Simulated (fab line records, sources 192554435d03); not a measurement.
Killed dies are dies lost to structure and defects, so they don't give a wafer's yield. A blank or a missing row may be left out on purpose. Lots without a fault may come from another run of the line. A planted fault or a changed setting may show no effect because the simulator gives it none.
Which tool did it? | flow n5_finfet | 24 lots, 72 wafers sampled, at 6 steps of a route of 1938

WHAT THE GAUGES READ, wafer by wafer
N5_BEOL_M2_CD_MEAS_35: target cd 18 nm, target cd y 22.2 nm.
lot  | measured     | on        | cd_nm (nm)
L074 | day 6 23:56  | cd_sem-02 | 18.5 17.4 17.6
L075 | day 7 00:08  | cd_sem-03 | 18.0 18.0 18.3
L076 | day 8 01:29  | cd_sem-03 | 18.4 18.1 17.8
L078 | day 8 03:43  | cd_sem-02 | 18.0 17.7 17.5
L081 | day 8 10:05  | cd_sem-01 | 18.6 18.5 18.9
L077 | day 8 10:11  | cd_sem-02 | 17.8 18.2 18.6
L079 | day 8 10:41  | cd_sem-02 | 18.1 17.5 17.4
L080 | day 8 11:10  | cd_sem-03 | 17.4 18.0 17.4
L082 | day 8 13:35  | cd_sem-02 | 19.0 18.0 19.2
L083 | day 9 01:03  | cd_sem-02 | 18.7 18.2 19.5
L084 | day 9 07:47  | cd_sem-01 | 18.4 18.1 18.8
L085 | day 10 00:38 | cd_sem-02 | 17.8 18.4 18.3
L086 | day 10 06:01 | cd_sem-03 | 17.7 18.1 18.2
L087 | day 10 06:11 | cd_sem-01 | 17.9 18.0 18.3
L088 | day 10 18:45 | cd_sem-01 | 18.2 18.6 17.6
L089 | day 11 05:56 | cd_sem-03 | 19.0 18.1 17.8
L091 | day 11 05:50 | cd_sem-02 | 18.2 18.9 17.5
L090 | day 11 09:42 | cd_sem-03 | 19.2 18.7 18.4
L093 | day 11 18:15 | cd_sem-03 | 18.6 18.1 18.7
L092 | day 11 23:10 | cd_sem-01 | 18.0 18.4 18.0
L094 | day 11 23:37 | cd_sem-02 | 18.4 17.5 18.4
L095 | day 12 04:12 | cd_sem-02 | 17.5 18.3 18.1
L097 | day 12 17:31 | cd_sem-03 | 19.1 17.9 17.8
L096 | day 12 17:29 | cd_sem-02 | 18.0 17.8 18.2

N5_BEOL_M2_THK_MEAS_53: measures by xrf.
lot  | measured     | on            | M2_THK (nm)
L074 | day 7 04:04  | film_metro-01 | 40.4 40.1 39.6
L075 | day 7 05:38  | film_metro-01 | 36.9 40.6 38.0
L076 | day 8 05:13  | film_metro-02 | 40.3 39.5 38.2
L078 | day 8 07:06  | film_metro-01 | 40.6 41.5 38.2
L081 | day 8 13:34  | film_metro-02 | 38.4 39.9 40.7
L077 | day 8 13:57  | film_metro-01 | 37.6 39.1 39.3
L079 | day 8 14:34  | film_metro-02 | 40.1 40.9 38.4
L080 | day 8 15:52  | film_metro-02 | 38.2 37.1 38.4
L082 | day 8 17:20  | film_metro-02 | 38.8 38.1 38.7
L083 | day 9 04:46  | film_metro-02 | 41.1 40.1 38.6
L084 | day 9 11:14  | film_metro-02 | 39.0 38.6 39.5
L085 | day 10 04:31 | film_metro-02 | 41.3 38.1 39.9
L086 | day 10 09:09 | film_metro-02 | 42.3 41.1 43.8
L087 | day 10 09:20 | film_metro-01 | 38.2 39.2 37.9
L088 | day 10 23:48 | film_metro-01 | 40.1 42.9 40.6
L089 | day 11 09:52 | film_metro-02 | 40.4 38.9 38.9
L091 | day 11 09:38 | film_metro-02 | 38.7 41.7 37.2
L090 | day 11 14:43 | film_metro-02 | 37.1 41.9 37.0
L093 | day 11 21:51 | film_metro-02 | 38.2 40.1 39.3
L092 | day 12 03:11 | film_metro-01 | 39.7 41.9 41.7
L094 | day 12 05:04 | film_metro-01 | 42.1 42.3 43.3
L095 | day 12 07:46 | film_metro-02 | 38.7 41.0 37.0
L097 | day 12 21:18 | film_metro-01 | 40.6 41.6 42.1
L096 | day 12 20:49 | film_metro-02 | 40.8 38.5 39.8

WHICH TOOL RAN EACH LOT (tool, then ch and the chambers of the sampled wafers, then the start)
lot  | N5_BEOL_M2_DESCUM_33               | N5_BEOL_M2_SURFACE_TREAT_85  | N5_BEOL_M2_SPUTTER_88        | N5_BEOL_M2_ANNEAL_91
L074 | rie_diel-04 ch 1,2, day 6 18:55    | pvd_sputter-02, day 7 00:59  | pvd_sputter-02, day 7 02:23  | pvd_sputter-02, day 7 02:41
L075 | rie_diel-02 ch 0,2, day 6 22:07    | pvd_sputter-03, day 7 02:33  | pvd_sputter-03, day 7 03:47  | pvd_sputter-03, day 7 04:05
L076 | rie_diel-06 ch 0,1,2, day 7 13:03  | pvd_sputter-01, day 8 02:05  | pvd_sputter-03, day 8 03:19  | pvd_sputter-03, day 8 03:37
L078 | rie_diel-06 ch 1,2, day 7 19:20    | pvd_sputter-02, day 8 04:10  | pvd_sputter-01, day 8 05:21  | pvd_sputter-01, day 8 05:39
L081 | rie_diel-04 ch 0,2,3, day 8 05:41  | pvd_sputter-01, day 8 10:48  | pvd_sputter-03, day 8 11:54  | pvd_sputter-03, day 8 12:12
L077 | rie_diel-06 ch 0,1,2, day 8 05:46  | pvd_sputter-02, day 8 11:07  | pvd_sputter-02, day 8 12:17  | pvd_sputter-02, day 8 12:35
L079 | rie_diel-02 ch 0,3, day 8 06:13    | pvd_sputter-02, day 8 11:22  | pvd_sputter-01, day 8 12:54  | pvd_sputter-01, day 8 13:12
L080 | rie_diel-06 ch 0,1, day 8 07:37    | pvd_sputter-01, day 8 11:38  | pvd_sputter-02, day 8 14:07  | pvd_sputter-02, day 8 14:25
L082 | rie_diel-06 ch 0,2, day 8 11:59    | pvd_sputter-03, day 8 14:25  | pvd_sputter-01, day 8 15:40  | pvd_sputter-01, day 8 15:58
L083 | rie_diel-02 ch 0,1,2, day 8 20:02  | pvd_sputter-03, day 9 01:55  | pvd_sputter-02, day 9 03:05  | pvd_sputter-02, day 9 03:23
L084 | rie_diel-02 ch 1,2, day 9 06:04    | pvd_sputter-01, day 9 08:19  | pvd_sputter-03, day 9 09:35  | pvd_sputter-03, day 9 09:53
L085 | rie_diel-04 ch 0,2,3, day 9 16:50  | pvd_sputter-01, day 10 01:21 | pvd_sputter-02, day 10 02:52 | pvd_sputter-02, day 10 03:10
L086 | rie_diel-06 ch 0,3, day 9 20:01    | pvd_sputter-03, day 10 06:23 | pvd_sputter-02, day 10 07:29 | pvd_sputter-02, day 10 07:47
L087 | rie_diel-06 ch 1,2,3, day 9 21:11  | pvd_sputter-03, day 10 06:34 | pvd_sputter-01, day 10 07:40 | pvd_sputter-01, day 10 07:58
L088 | rie_diel-04 ch 0,3, day 10 06:39   | pvd_sputter-01, day 10 19:49 | pvd_sputter-02, day 10 22:08 | pvd_sputter-02, day 10 22:26
L089 | rie_diel-04 ch 0,1, day 10 21:06   | pvd_sputter-02, day 11 06:53 | pvd_sputter-02, day 11 08:10 | pvd_sputter-02, day 11 08:28
L091 | rie_diel-02 ch 0,1,2, day 11 00:55 | pvd_sputter-03, day 11 06:51 | pvd_sputter-03, day 11 07:58 | pvd_sputter-03, day 11 08:16
L090 | rie_diel-06 ch 0,1, day 11 01:32   | pvd_sputter-03, day 11 10:44 | pvd_sputter-01, day 11 13:02 | pvd_sputter-01, day 11 13:20
L093 | rie_diel-02 ch 0,1, day 11 10:58   | pvd_sputter-02, day 11 18:54 | pvd_sputter-03, day 11 20:01 | pvd_sputter-03, day 11 20:19
L092 | rie_diel-04 ch 0,3, day 11 12:33   | pvd_sputter-03, day 12 00:19 | pvd_sputter-02, day 12 01:26 | pvd_sputter-02, day 12 01:44
L094 | rie_diel-06 ch 0,1,2, day 11 20:27 | pvd_sputter-02, day 12 00:25 | pvd_sputter-01, day 12 03:10 | pvd_sputter-01, day 12 03:28
L095 | rie_diel-02 ch 0,3, day 11 22:40   | pvd_sputter-02, day 12 04:56 | pvd_sputter-03, day 12 06:06 | pvd_sputter-03, day 12 06:24
L097 | rie_diel-02 ch 0,2,3, day 12 10:58 | pvd_sputter-01, day 12 18:28 | pvd_sputter-03, day 12 19:37 | pvd_sputter-03, day 12 19:55
L096 | rie_diel-06 ch 0,1,3, day 12 13:37 | pvd_sputter-02, day 12 17:59 | pvd_sputter-02, day 12 19:09 | pvd_sputter-02, day 12 19:27
- N5_BEOL_M2_DESCUM_33: chemistry O2, time 7 s.
- N5_BEOL_M2_SURFACE_TREAT_85
- N5_BEOL_M2_SPUTTER_88: material Cu, target thk 4.5 nm, time 8.29 s.
- N5_BEOL_M2_ANNEAL_91: time 240 s.

WHAT THE TOOLS THEMSELVES READ (means of the sampled wafers that have a number; where no wafer has one, the mark that the record gives instead)
N5_BEOL_M2_DESCUM_33.
lot  | tool        | drypump_motor_current_A (A) | oes_product_au (a.u.) | rf_vpp_V (V) | showerhead_plenum_p_Torr (Torr) | throttle_valve_pct (%)
L074 | rie_diel-04 | 5.8                         | 0.75                  | 244.9        | 2.16                            | 20.40
L075 | rie_diel-02 | 5.8                         | 0.72                  | 242.4        | 2.03                            | 20.39
L076 | rie_diel-06 | 5.7                         | 0.77                  | 242.8        | 2.08                            | 20.30
L078 | rie_diel-06 | 5.5                         | 0.79                  | 241.7        | 2.06                            | 20.35
L081 | rie_diel-04 | 5.9                         | 0.80                  | 243.2        | 2.13                            | 20.35
L077 | rie_diel-06 | 5.7                         | 0.77                  | 242.0        | 2.07                            | 20.33
L079 | rie_diel-02 | 6.1                         | 0.72                  | 242.2        | 2.03                            | 20.54
L080 | rie_diel-06 | 6.2                         | 0.77                  | 242.8        | 2.07                            | 20.19
L082 | rie_diel-06 | 5.9                         | 0.73                  | 243.6        | 2.09                            | 20.30
L083 | rie_diel-02 | 6.0                         | 0.76                  | 242.5        | 2.06                            | 20.42
L084 | rie_diel-02 | 6.2                         | 0.79                  | 242.1        | 2.10                            | 20.44
L085 | rie_diel-04 | 5.9                         | 0.89                  | 245.0        | 2.21                            | 20.21
L086 | rie_diel-06 | 6.4                         | 0.76                  | 243.8        | 2.16                            | 20.38
L087 | rie_diel-06 | 5.7                         | 0.76                  | 242.8        | 2.10                            | 20.46
L088 | rie_diel-04 | 5.8                         | 0.93                  | 244.2        | 2.23                            | 20.05
L089 | rie_diel-04 | 5.9                         | 0.87                  | 245.1        | 2.18                            | 20.41
L091 | rie_diel-02 | 6.0                         | 0.85                  | 242.4        | 2.06                            | 20.35
L090 | rie_diel-06 | 6.0                         | 0.77                  | 242.4        | 2.05                            | 20.27
L093 | rie_diel-02 | 6.0                         | 0.73                  | 242.2        | 2.04                            | 20.46
L092 | rie_diel-04 | 5.9                         | 0.87                  | 245.9        | 2.21                            | 20.30
L094 | rie_diel-06 | 5.7                         | 0.73                  | 242.7        | 2.06                            | 20.39
L095 | rie_diel-02 | 6.1                         | 0.78                  | 242.2        | 2.01                            | 20.42
L097 | rie_diel-02 | 6.1                         | 0.86                  | 242.4        | 2.03                            | 20.32
L096 | rie_diel-06 | 6.2                         | 0.75                  | 243.0        | 2.10                            | 20.35

N5_BEOL_M2_SPUTTER_88.
lot  | tool           | susceptor_temp_C (C) | throttle_valve_pct (%)
L074 | pvd_sputter-02 | -20.03               | 28.8
L075 | pvd_sputter-03 | -20.03               | 30.6
L076 | pvd_sputter-03 | -20.00               | 30.9
L078 | pvd_sputter-01 | -20.00               | 30.0
L081 | pvd_sputter-03 | -19.95               | 30.2
L077 | pvd_sputter-02 | -19.98               | 30.0
L079 | pvd_sputter-01 | -20.08               | 30.4
L080 | pvd_sputter-02 | -20.01               | 30.2
L082 | pvd_sputter-01 | -19.96               | 29.9
L083 | pvd_sputter-02 | -19.98               | 29.2
L084 | pvd_sputter-03 | -19.89               | 30.3
L085 | pvd_sputter-02 | -20.10               | 28.9
L086 | pvd_sputter-02 | -20.01               | 30.3
L087 | pvd_sputter-01 | -19.96               | 30.1
L088 | pvd_sputter-02 | -19.96               | 29.1
L089 | pvd_sputter-02 | -19.90               | 28.3
L091 | pvd_sputter-03 | -19.95               | 30.8
L090 | pvd_sputter-01 | -19.88               | 29.9
L093 | pvd_sputter-03 | -19.85               | 30.6
L092 | pvd_sputter-02 | -19.97               | 29.7
L094 | pvd_sputter-01 | -20.07               | 29.5
L095 | pvd_sputter-03 | -20.11               | 30.3
L097 | pvd_sputter-03 | -20.02               | 31.1
L096 | pvd_sputter-02 | -19.94               | 29.5

N5_BEOL_M2_ANNEAL_91.
lot  | tool           | heater_power_w (W) | susceptor_temp_C (C)
L074 | pvd_sputter-02 | 932                | 399.92
L075 | pvd_sputter-03 | 763                | 399.93
L076 | pvd_sputter-03 | 741                | 400.09
L078 | pvd_sputter-01 | 809                | 399.92
L081 | pvd_sputter-03 | 816                | 400.23
L077 | pvd_sputter-02 | 830                | 400.25
L079 | pvd_sputter-01 | 829                | 400.26
L080 | pvd_sputter-02 | 853                | 399.95
L082 | pvd_sputter-01 | 817                | 400.23
L083 | pvd_sputter-02 | 1007               | 399.77
L084 | pvd_sputter-03 | 732                | 400.09
L085 | pvd_sputter-02 | 848                | 400.17
L086 | pvd_sputter-02 | 847                | 399.93
L087 | pvd_sputter-01 | 842                | 399.93
L088 | pvd_sputter-02 | 988                | 399.92
L089 | pvd_sputter-02 | 918                | 400.17
L091 | pvd_sputter-03 | 762                | 399.82
L090 | pvd_sputter-01 | 888                | 400.17
L093 | pvd_sputter-03 | 762                | 400.01
L092 | pvd_sputter-02 | 924                | 399.99
L094 | pvd_sputter-01 | 884                | 399.99
L095 | pvd_sputter-03 | 809                | 399.92
L097 | pvd_sputter-03 | 837                | 399.86
L096 | pvd_sputter-02 | 787                | 399.67

THE ANSWER, worked out from the rows above alone
Rule: what is usual is taken from the lots themselves. Put in order of their means at a reading, lots are off if they are a third of the lots or fewer, leave a main group of 4 or more, and stand apart from it by a gap of 3 or more times the standard deviation of the main group's means; of several such gaps the widest counts. A main group whose means are all the same, to the digits that the tables above print for the reading, isn't used. A lot without any number at a reading at which 4 lots or more have one is off too. The other lots that the step has rows for count as sound. The gauges are gone through in route order, then the tools' own readings, and for those a lot's mean is taken as printed above. The first step at which some lot is off is used, and at that step the reading that is off furthest; a lot without a number counts as furthest.
No lot is off at any reading shown: from this, nothing can be told.

WHAT THE SIMULATOR HAD PUT IN
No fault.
